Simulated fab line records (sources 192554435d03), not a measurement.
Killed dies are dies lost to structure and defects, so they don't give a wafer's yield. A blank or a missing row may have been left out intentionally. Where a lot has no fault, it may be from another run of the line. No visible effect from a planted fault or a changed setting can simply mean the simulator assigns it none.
A single fault, viewed from 2 desks + flow n5-finfet + every desk sees just its own numbers, and what lay behind them comes last

== FOR THE TOOL OWNER'S DESK: rie-diel-01 ==
The tool's own readings at N5_BEOL_M9_TRENCH_ETCH_37 (etches SiCOH lowk in C4F6/O2, target depth 151.43 nm, time 49 s): means of the sampled wafers that have a number, for each lot that ran on this tool. If a lot's mean is further than 4 standard deviations from the usual mean, the lot is out of limits and carries the mark OUT (the distance appears in the brackets). Of its 9 readings 7 are shown: the one that was out of limits first, and those that lie furthest out on some lot.
Columns: A = bias-w at N5_BEOL_M9_TRENCH_ETCH_37, usual 185.1 W; B = oes_f_703_au at N5_BEOL_M9_TRENCH_ETCH_37, usual 0.79 a.u.; C = oes_o_777_au at N5_BEOL_M9_TRENCH_ETCH_37, usual 0.80 a.u.; D = oes-product-au at N5_BEOL_M9_TRENCH_ETCH_37, usual 0.80 a.u.; E = rf-fwd-power-W at N5_BEOL_M9_TRENCH_ETCH_37, usual 341.7 W; F = rf-vpp-V at N5_BEOL_M9_TRENCH_ETCH_37, usual 668 V; G = throttle-valve-pct at N5_BEOL_M9_TRENCH_ETCH_37, usual 20.87 %
| lot  | first seen here | A     | B               | C    | D    | E               | F   | G     |
|------|-----------------|-------|-----------------|------|------|-----------------|-----|-------|
| L564 | day 11 17:37    | 184.7 | 0.83            | 0.84 | 0.85 | 342.0           | 679 | 20.74 |
| L563 | day 11 23:15    | 185.3 | 0.82            | 0.84 | 0.85 | 341.7           | 679 | 20.74 |
| L574 | day 14 05:14    | 185.0 | 1.08 (+4.4) OUT | 1.03 | 0.88 | 422.8 (+62) OUT | 592 | 20.99 |
| L573 | day 14 13:43    | 184.7 | 1.00            | 0.98 | 0.84 | 424.8 (+64) OUT | 596 | 20.86 |
This desk finds L573, L574 out of limits, L574 being first, at day 14 05:14 (oes_f_703_au at N5_BEOL_M9_TRENCH_ETCH_37). L564, L563: within limits.

== AT THE METROLOGY DESK ==
Means of the sampled wafers that have a number, per lot and without regard to the tool the lot ran on: this is what the gauges read. If a lot's mean is further than 4 standard deviations from the usual mean, the lot is out of limits and carries the mark OUT (the distance appears in the brackets).
Columns: A = trench-depth-nm at N5_BEOL_M9_OCD_MEAS_38, usual 151 nm; B = M9_THK at N5_BEOL_M9_THK_MEAS_53, usual 141 nm; C = M9_RS at N5_BEOL_M9_RS_MEAS_57, usual 0.152 ohm/sq
| lot  | first seen here | A              | B              | C                |
|------|-----------------|----------------|----------------|------------------|
| L557 | day 10 04:54    | 150            | 138            | 0.155            |
| L564 | day 11 17:47    | 153            | 143            | 0.150            |
| L563 | day 11 23:25    | 153            | 142            | 0.150            |
| L574 | day 14 05:25    | 170 (+4.9) OUT | 160 (+4.5) OUT | 0.131 (-4.4) OUT |
| L573 | day 14 13:54    | 163            | 154            | 0.138            |
| L576 | day 14 16:07    | 150            | 139            | 0.153            |
| L575 | day 14 16:17    | 150            | 138            | 0.155            |
| L577 | day 15 02:10    | 145            | 135            | 0.160            |
This desk finds L574 out of limits, L574 being first, at day 14 05:25 (trench-depth-nm at N5_BEOL_M9_OCD_MEAS_38). L557, L564, L563, L573, L576, L575, L577: within limits.

== PUT TOGETHER ==
At day 14 05:14, on L573, L574, the tool owner's desk was in a position to raise an alarm.
On L574, the metrology desk was in a position to raise an alarm at day 14 05:25.
The metrology desk holds a record of L573, inside its limits.
N5_BEOL_M9_TRENCH_ETCH_37 was run on rie-diel-01 by each of the lots named.

== WHAT THE SIMULATOR HAD PUT IN ==
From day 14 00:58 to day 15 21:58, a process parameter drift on rie-diel-01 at N5_BEOL_M9_TRENCH_ETCH_37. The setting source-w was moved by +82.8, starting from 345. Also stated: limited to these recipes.
Struck lots among those shown: L573, L574.
Delay (hours) between the fault's onset and each desk's first out-of-limits reading: 4 at the tool owner's desk, 4 at the metrology desk.
